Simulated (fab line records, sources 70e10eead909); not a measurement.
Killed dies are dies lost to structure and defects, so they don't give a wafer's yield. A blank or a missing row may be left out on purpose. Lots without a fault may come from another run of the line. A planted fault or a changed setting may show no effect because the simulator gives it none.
fab line records | flow nand_harc
record lots=13 wafers=39 last_day=32
route steps=1302 shown A_M0@1159 THIN_TSV@1272 END@1302
lots that met no fault: from a run of the same line without faults
start_h: hours from the record's first day to the start of the lot's first wafer shown | wait_h: hours since the lot's step before | " the same as in the row above | L1.1+2: a row that stands for several wafers | - no value, or no start given | * or withheld: withheld | < > ~ a bound
route shown NAME@n: a module of which the file shows steps, and the number in the route of the first | usual: mean/standard deviation of fault-free wafers | same: alike in all rows | chamber/n: place in a boat | sites: the reading at each site | _std_site: their standard deviation | _edge_site: outer sites' mean less inner sites' | radius_mm: how far each site lies from the wafer's centre | mask NAME#n: copy n | behind: the tool/chamber that last shaped the wafer | hold: why the lot was held/for how many hours/how that ended | device: the transistor (n, p or np) that didn't switch | end of line: the same wafers' tests at the end of the route | a step without rows: its recipe alone | killed: dies lost to structure and defects at the first sort, not the wafer's yield | map: a wafer's dies, x killed, . not, _ none there
set.NAME: the setting as run; set.NAME@STEP: as run at that earlier step | model.NAME: the simulator's own value behind a step, which no gauge read
steps of the route over a sample of lots; a table a step, a row a wafer
services: from which hour (start_h, from the record's first day; less than 0 if before it) a tool's chamber was out of use, for how many hours, and why
## steps
# step NHARC_A_M0_PVD_21
# recipe target_thk_a=300 chamber_pressure_pa=5 power_w=5000 substrate_temp_c=30 time_s=20.49 material=Cu
# usual cathode_dc_power_W=5000.0/0.79 throttle_valve_pct=29.9/1
# columns lot.wafer tool chamber start_h wait_h cathode_dc_power_W throttle_valve_pct
L916.1 pvd_sputter-02 - 530.70 - 4999.6 30.1
L916.4 " - " " 5000.5 28.5
L916.2 " - " " 5000.1 31.1
L914.1 pvd_sputter-02 - 531.90 - 5000.8 28.8
L914.6 " - " " 5000.0 28.8
L914.5 " - " " 5001.4 31.0
L915.4 pvd_sputter-02 - 544.67 - 4998.7 31.1
L915.2 " - " " 4999.1 30.4
L915.5 " - " " 5001.5 29.0
L919.1 pvd_sputter-01 - 578.92 - 4999.2 31.1
L919.2 " - " " 4999.6 30.3
L919.3 " - " " 4999.5 31.5
L920.2 pvd_sputter-02 - 584.68 - 5000.7 28.3
L920.3 " - " " 4999.7 28.7
L920.5 " - " " 5000.1 29.9
L922.4 pvd_sputter-03 - 615.80 - 5000.9 29.1
L922.2 " - " " 5000.9 30.4
L922.5 " - " " 5000.1 29.1
L925.3 pvd_sputter-01 - 642.66 - 4998.4 31.5
L925.4 " - " " 4999.5 30.9
L925.5 " - " " 4999.6 31.3
L928.3 pvd_sputter-01 - 663.84 - 4999.7 31.3
L928.1 " - " " 5000.9 31.5
L928.6 " - " " 5000.3 31.6
L930.3 pvd_sputter-03 - 677.08 - 5000.9 30.2
L930.2 " - " " 4999.9 29.0
L930.6 " - " " 4998.9 29.6
L931.3 pvd_sputter-03 - 698.59 - 4999.9 29.9
L931.4 " - " " 4999.4 29.3
L931.5 " - " " 5000.0 29.7
L934.2 pvd_sputter-02 - 718.34 - 4999.6 28.6
L934.1 " - " " 4999.7 31.1
L934.5 " - " " 5000.6 28.5
L936.3 pvd_sputter-03 - 730.79 - 4999.9 30.6
L936.2 " - " " 4999.8 29.0
L936.4 " - " " 4999.0 29.6
L935.4 pvd_sputter-03 - 733.14 - 5000.3 29.6
L935.2 " - " " 5000.1 31.4
L935.5 " - " " 5000.4 29.7
# step NHARC_THIN_TSV_PVD_19
# recipe target_thk_a=200 chamber_pressure_pa=5 material=TaN
# usual throttle_valve_pct=30.2/1
# columns lot.wafer tool chamber start_h wait_h throttle_valve_pct
L914.1 pvd_sputter-03 - - - 29.7
L914.5 " - " " 30.3
L914.6 " - " " 29.6
L916.4 pvd_sputter-03 - - - 29.4
L916.1 " - " " 30.6
L916.2 " - " " 29.8
L915.4 pvd_sputter-01 - - - 30.5
L915.2 " - " " 30.0
L915.5 " - " " 29.7
L919.3 pvd_sputter-01 - - - 31.8
L919.2 " - " " 30.3
L919.1 " - " " 29.4
L920.3 pvd_sputter-01 - - - 31.9
L920.2 " - " " 29.3
L920.5 " - " " 31.7
L922.2 pvd_sputter-01 - - - 31.3
L922.4 " - " " 30.6
L922.5 " - " " 31.4
L925.3 pvd_sputter-01 - - - 31.3
L925.5 " - " " 31.6
L928.3 pvd_sputter-03 - - - 29.1
L928.6 " - " " 29.6
L930.3 pvd_sputter-02 - - - 31.0
L930.2 " - " " 28.1
L930.6 " - " " 28.6
L931.4 pvd_sputter-01 - - - 31.2
L931.3 " - " " 31.5
L931.5 " - " " 31.6
L934.1 pvd_sputter-01 - - - 31.5
L934.2 " - " " 30.9
L934.5 " - " " 31.5
L936.4 pvd_sputter-03 - - - 29.4
L936.2 " - " " 29.5
L936.3 " - " " 31.4
L935.2 pvd_sputter-03 - - - 30.5
L935.4 " - " " 29.4
L935.5 " - " " 30.4
# step NHARC_THIN_TSV_DEGAS_53
# recipe temp_c=300 time_s=60
# usual heater_power_w=473/55
# columns lot.wafer tool chamber start_h wait_h heater_power_w
L914.1 pvd_sputter-02 - 557.31 0.1 564
L914.6 " - " " 561
L914.5 " - " " 492
L916.1 pvd_sputter-02 - 558.66 0.1 516
L916.4 " - " " 488
L916.2 " - " " 540
L915.4 pvd_sputter-03 - 573.39 0.1 412
L915.2 " - " " 486
L915.5 " - " " 389
L919.2 pvd_sputter-03 - 608.06 0.1 511
L919.1 " - " " 396
L919.3 " - " " 480
L920.3 pvd_sputter-03 - 612.18 0.1 397
L920.2 " - " " 481
L920.5 " - " " 392
L922.4 pvd_sputter-01 - 642.74 0.1 426
L922.2 " - " " 485
L922.5 " - " " 447
L925.3 pvd_sputter-01 - 669.80 0.1 474
L925.5 " - " " 448
L928.3 pvd_sputter-02 - 691.04 0.1 576
L928.6 " - " " 506
L930.2 pvd_sputter-01 - 704.94 0.1 482
L930.3 " - " " 473
L930.6 " - " " 444
L931.4 pvd_sputter-02 - 730.35 0.1 534
L931.3 " - " " 474
L931.5 " - " " 516
L934.1 pvd_sputter-02 - 751.43 0.1 513
L934.2 " - " " 575
L934.5 " - " " 508
L936.2 pvd_sputter-02 - 763.16 0.1 469
L936.4 " - " " 519
L936.3 " - " " 571
L935.2 pvd_sputter-03 - 764.31 0.1 430
L935.4 " - " " 546
L935.5 " - " " 441
# step NHARC_THIN_TSV_ETCH_36
# recipe target_depth_a=650 over_etch_frac=0.3 time_s=18.571 ion_energy_ev=150 chemistry=Cl2/BCl3
# usual drypump_motor_current_A=5.9/0.58 oes_product_au=1.002/0.0088
# columns lot.wafer tool chamber start_h wait_h drypump_motor_current_A oes_product_au rf_hours_counter_h
L914.1 rie_metal-01 0 559.02 0.2 6.2 0.998 2.6
L914.6 " 1 " " 6.6 1.013 -
L914.5 " 0 " " 6.2 0.996 -
L916.2 rie_metal-01 1 560.37 0.2 6.6 1.006 2.3
L916.1 " 0 " " 6.2 0.993 2.8
L916.4 " 0 " " 6.2 0.988 -
L915.2 rie_metal-03 0 575.08 0.2 6.1 1.014 0.9
L915.4 " 1 " " 6.5 1.007 -
L915.5 " 1 " " 6.5 1.012 -
L919.1 rie_metal-02 1 609.63 0.2 5.3 0.986 2.7
L919.2 " 0 " " 5.1 1.002 2.7
L919.3 " 0 " " 5.1 1.002 -
L920.2 rie_metal-01 0 613.86 0.2 6.2 1.001 0.7
L920.3 " 0 " " 6.2 1.003 -
L920.5 " 1 " " 6.6 1.002 -
L922.2 rie_metal-01 0 644.43 0.2 6.2 0.992 1.2
L922.4 " 1 " " 6.7 0.993 -
L922.5 " 0 " " 6.2 1.002 -
L925.3 rie_metal-02 1 671.47 0.2 5.3 0.997 -
L925.5 " 1 " " 5.3 0.994 -
L928.3 rie_metal-02 0 692.60 0.2 5.2 1.013 -
L928.6 " 1 " " 5.3 1.000 -
L930.2 rie_metal-03 0 706.51 0.2 6.1 1.020 0.2
L930.3 " 0 " " 6.1 1.008 -
L930.6 " 0 " " 6.1 1.012 -
L931.4 rie_metal-02 1 732.06 0.2 5.3 1.004 -
L931.3 " 0 " " 5.2 1.006 -
L931.5 " 0 " " 5.1 1.015 -
L934.1 rie_metal-02 1 753.06 0.2 5.3 0.992 2.1
L934.2 " 0 " " 5.1 0.998 2.1
L934.5 " 1 " " 5.3 1.005 -
L936.2 rie_metal-02 1 764.74 0.2 5.3 0.983 2.6
L936.4 " 0 " " 5.2 1.002 -
L936.3 " 1 " " 5.3 0.997 -
L935.2 rie_metal-01 0 766.00 0.2 6.2 0.996 0.2
L935.4 " 0 " " 6.2 0.996 -
L935.5 " 1 " " 6.6 0.999 -
# step NHARC_END_SORT_01
# recipe temp_c=25
# usual defect_limited_yield=91.1/2.9 killed_at_array=55/19 killed_at_other=0.8/1.1 killed_at_periphery=4.0/2.6 killed_dies=60/20 killed_open=3.4/1.7 killed_short=2.6/1.5
# same gross_dies=677
# columns lot.wafer tool chamber start_h wait_h defect_limited_yield[%] killed_at_array killed_at_other killed_at_periphery killed_dies killed_open killed_short
L920.2 prober-01 0 623.15 2.8 92.3 49 0 3 52 6 4
L920.3 prober-01 0 623.95 3.1 93.8 38 3 1 42 4 0
L920.5 prober-01 0 625.55 3.7 92.3 46 0 6 52 5 4
L925.3 prober-02 0 684.07 3.1 92.0 45 4 5 54 3 4
L925.4 prober-02 0 684.86 3.4 0 670 5 2 677 2 4
L925.5 prober-02 0 685.65 3.6 93.8 37 3 2 42 0 1
L928.1 prober-02 0 701.10 2.5 0 670 0 7 677 4 3
L928.3 prober-02 0 702.69 3.1 92.6 44 0 6 50 5 0
L928.6 prober-02 0 705.07 4.0 93.1 43 0 4 47 4 3
L930.2 prober-02 0 715.93 2.8 90.0 58 5 5 68 4 1
L930.3 prober-02 0 716.73 3.1 88.6 62 3 12 77 4 1
L930.6 prober-02 0 719.12 4.0 90.8 53 2 7 62 5 1
L931.3 prober-02 0 741.19 3.1 87.0 77 0 11 88 2 3
L931.4 prober-02 0 741.99 3.4 83.3 103 1 9 113 2 4
L931.5 prober-02 0 742.78 3.7 84.8 96 0 7 103 2 3
L934.1 prober-01 0 762.22 2.5 95.7 27 0 2 29 1 0
L934.2 prober-01 0 763.01 2.8 95.3 27 0 5 32 3 2
L934.5 prober-01 0 765.39 3.7 93.1 44 0 3 47 6 4
# killed by level:class
L920.2 A_CHANNEL_HOLE_D2:chamber_film_flake=28 P_ZERO_WELL:chamber_film_flake=3 A_CHANNEL_HOLE_D1:chamber_film_flake=3 A_CONTACT:chamber_film_flake=3 A_CHANNEL_FILL_D1:geometric_particle:open=2 A_M1:geometric_particle:open=2 A_ZERO_WELL:chamber_film_flake=2 A_SOURCE_PLATE:geometric_particle:short=1
L920.3 A_CHANNEL_HOLE_D2:chamber_film_flake=26 A_CHANNEL_HOLE_D1:chamber_film_flake=5 A_ZERO_WELL:chamber_film_flake=2 THIN_TSV:chamber_film_flake=2 A_ONON_D1:geometric_particle:open=1 A_CHANNEL_FILL_D1:geometric_particle:open=1 A_CHANNEL_FILL_D2:geometric_particle:open=1 STARTING-WAFER:geometric_particle:open=1
L920.5 A_CHANNEL_HOLE_D2:chamber_film_flake=26 A_CHANNEL_HOLE_D1:chamber_film_flake=5 P_ZERO_WELL:chamber_film_flake=3 A_CONTACT:chamber_film_flake=3 P_M0:geometric_particle:short=2 A_CHANNEL_FILL_D1:geometric_particle:open=2 A_ZERO_WELL:chamber_film_flake=2 P_M0:geometric_particle:open=1
L925.3 A_CHANNEL_HOLE_D2:chamber_film_flake=19 A_CHANNEL_HOLE_D1:chamber_film_flake=8 A_STAIRCASE:chamber_film_flake=4 THIN_TSV:chamber_film_flake=4 A_DECK1_JOINT:chamber_film_flake=3 A_SLIT:chamber_film_flake=3 A_CHANNEL_FILL_D1:geometric_particle:short=2 A_CONTACT:chamber_film_flake=2
L925.4 A_M0:area_pvd=624 A_CHANNEL_HOLE_D2:chamber_film_flake=18 A_STAIRCASE:chamber_film_flake=6 A_M1:chamber_film_flake=5 THIN_TSV:chamber_film_flake=5 A_CHANNEL_HOLE_D1:chamber_film_flake=4 A_SLIT:chamber_film_flake=3 A_CONTACT:chamber_film_flake=3
L925.5 A_CHANNEL_HOLE_D2:chamber_film_flake=15 A_CHANNEL_HOLE_D1:chamber_film_flake=7 A_STAIRCASE:chamber_film_flake=4 A_SLIT:chamber_film_flake=3 A_CONTACT:chamber_film_flake=3 THIN_TSV:chamber_film_flake=3 A_M1:chamber_film_flake=2 A_M0:geometric_particle:short=1
L928.1 A_M0:area_pvd=622 A_CHANNEL_HOLE_D2:chamber_film_flake=18 A_CHANNEL_HOLE_D1:chamber_film_flake=11 A_DECK1_JOINT:chamber_film_flake=3 A_SLIT:chamber_film_flake=3 A_CONTACT:chamber_film_flake=3 P_GATE:chamber_film_flake=2 P_M1:chamber_film_flake=2
L928.3 A_CHANNEL_HOLE_D2:chamber_film_flake=23 A_CHANNEL_HOLE_D1:chamber_film_flake=7 A_SLIT:chamber_film_flake=4 P_GATE:chamber_film_flake=3 A_CONTACT:chamber_film_flake=3 A_CHANNEL_HOLE_D2:geometric_particle:open=2 A_CHANNEL_HOLE_D1:geometric_particle:open=1 A_CHANNEL_FILL_D1:geometric_particle:open=1
L928.6 A_CHANNEL_HOLE_D2:chamber_film_flake=20 A_CHANNEL_HOLE_D1:chamber_film_flake=8 A_STAIRCASE:chamber_film_flake=3 A_CONTACT:chamber_film_flake=3 A_SLIT:chamber_film_flake=2 P_CONTACT:geometric_particle:short=1 A_ONON_D1:geometric_particle:open=1 A_CHANNEL_HOLE_D1:geometric_particle:open=1
L930.2 A_SLIT:chamber_film_flake=29 A_CHANNEL_HOLE_D1:chamber_film_flake=10 A_BONDPAD:chamber_film_flake=7 THIN_TSV:chamber_film_flake=5 P_STI:chamber_film_flake=2 A_CHANNEL_HOLE_D2:chamber_film_flake=2 A_CONTACT:chamber_film_flake=2 P_GATE:geometric_particle:open=1
L930.3 A_SLIT:chamber_film_flake=34 A_CHANNEL_HOLE_D1:chamber_film_flake=9 A_BONDPAD:chamber_film_flake=8 P_STI:chamber_film_flake=6 A_CONTACT:chamber_film_flake=4 THIN_TSV:chamber_film_flake=3 P_M0:geometric_particle:open=2 P_GATE:chamber_film_flake=2
L930.6 A_SLIT:chamber_film_flake=22 A_CHANNEL_HOLE_D1:chamber_film_flake=8 A_CHANNEL_HOLE_D2:chamber_film_flake=7 A_CONTACT:chamber_film_flake=7 P_STI:chamber_film_flake=3 A_CHANNEL_FILL_D2:geometric_particle:open=2 P_GATE:chamber_film_flake=2 P_BONDPAD:chamber_film_flake=2
L931.3 A_CHANNEL_HOLE_D1:chamber_film_flake=33 A_CHANNEL_HOLE_D2:chamber_film_flake=18 A_SLIT:chamber_film_flake=15 P_M2:chamber_film_flake=6 P_GATE:chamber_film_flake=3 A_STAIRCASE:chamber_film_flake=2 A_CONTACT:chamber_film_flake=2 A_ONON_D1:geometric_particle:open=1
L931.4 A_CHANNEL_HOLE_D1:chamber_film_flake=30 A_SLIT:chamber_film_flake=28 A_CHANNEL_HOLE_D2:chamber_film_flake=20 A_CONTACT:chamber_film_flake=11 P_GATE:chamber_film_flake=6 A_STAIRCASE:chamber_film_flake=4 A_SGD_CUT:chamber_film_flake=4 A_WL_FILL:chamber_film_flake=2
L931.5 A_CHANNEL_HOLE_D1:chamber_film_flake=28 A_SLIT:chamber_film_flake=27 A_CHANNEL_HOLE_D2:chamber_film_flake=20 A_CONTACT:chamber_film_flake=12 A_STAIRCASE:chamber_film_flake=3 P_M2:chamber_film_flake=2 A_SGD_CUT:chamber_film_flake=2 P_CONTACT:geometric_particle:open=1
L934.1 A_CHANNEL_HOLE_D1:chamber_film_flake=17 A_SLIT:chamber_film_flake=4 A_STAIRCASE:chamber_film_flake=3 P_M0:chamber_film_flake=2 A_ZERO_WELL:chamber_film_flake=2 A_CHANNEL_FILL_D2:geometric_particle:open=1
L934.2 A_CHANNEL_HOLE_D1:chamber_film_flake=14 A_SLIT:chamber_film_flake=7 A_STAIRCASE:chamber_film_flake=2 P_GATE:geometric_particle:open=1 P_M0:geometric_particle:short=1 P_M2:geometric_particle:open=1 A_CONTACT:geometric_particle:short=1 A_BLC:geometric_particle:open=1
L934.5 A_CHANNEL_HOLE_D1:chamber_film_flake=14 A_STAIRCASE:chamber_film_flake=6 A_SLIT:chamber_film_flake=6 A_CONTACT:chamber_film_flake=4 A_ONON_D1:geometric_particle:short=3 P_M0:chamber_film_flake=2 A_CHANNEL_HOLE_D2:chamber_film_flake=2 A_SOURCE_PLATE:geometric_particle:short=1
## services
# columns tool chamber start_h hours kind
rie_metal-01 1 518.13 19.3 repair
rie_metal-03 - 519.00 9.0 pm
pvd_sputter-03 - 526.03 10.0 pm
pvd_sputter-01 - 536.02 0.6 repair
rie_metal-01 - 575.00 9.0 pm
rie_metal-01 0 575.00 9.0 vent_cycle
rie_metal-01 1 575.00 9.0 vent_cycle
pvd_sputter-01 - 582.00 10.0 pm
rie_metal-01 0 584.00 - clean
rie_metal-01 1 584.00 - clean
rie_metal-01 0 602.11 4.3 repair
rie_metal-02 - 631.00 9.0 pm
rie_metal-02 0 631.00 9.0 vent_cycle
rie_metal-02 1 631.00 9.0 vent_cycle
pvd_sputter-02 - 638.00 10.0 pm
rie_metal-02 0 640.00 - clean
rie_metal-02 1 640.00 - clean
pvd_sputter-01 - 687.57 7.6 repair
rie_metal-03 - 696.00 9.0 pm
pvd_sputter-03 - 704.03 10.0 pm
pvd_sputter-03 - 733.46 1.7 repair
rie_metal-01 - 752.00 9.0 pm
rie_metal-01 0 752.00 9.0 vent_cycle
pvd_sputter-01 - 760.00 10.0 pm
## key
first_sign step=NHARC_END_SORT_01 reading=killed_at_array direction=up sigmas=32 usual=55 struck=670
effect step=NHARC_END_SORT_01 reading=defect_limited_yield direction=down sigmas=31 usual=91.1 struck=0
more_kills_born_at NHARC_A_M0_PVD_21@pvd_sputter-01=1246
met_at NHARC_A_M0_PVD_21
struck_lots L925,L928
struck_wafers L925.4,L928.1
later_rows_left_out L925.4,L928.1
not_acting_at NHARC_THIN_TSV_PVD_19,NHARC_THIN_TSV_DEGAS_53,NHARC_THIN_TSV_ETCH_36
onset_between 578.92 642.66
fault kind=process_parameter_drift tool=pvd_sputter-01 chamber=- onset_h=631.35 steps=NHARC_A_M0_PVD_21 channel=target_thk_a offset=* shape=step end_h=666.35 scope=struck_wafers_only acts_in=* stated=*
# later_rows_left_out: the simulator's readings of these wafers behind a module that went badly wrong aren't trusted and aren't shown, but for the sort
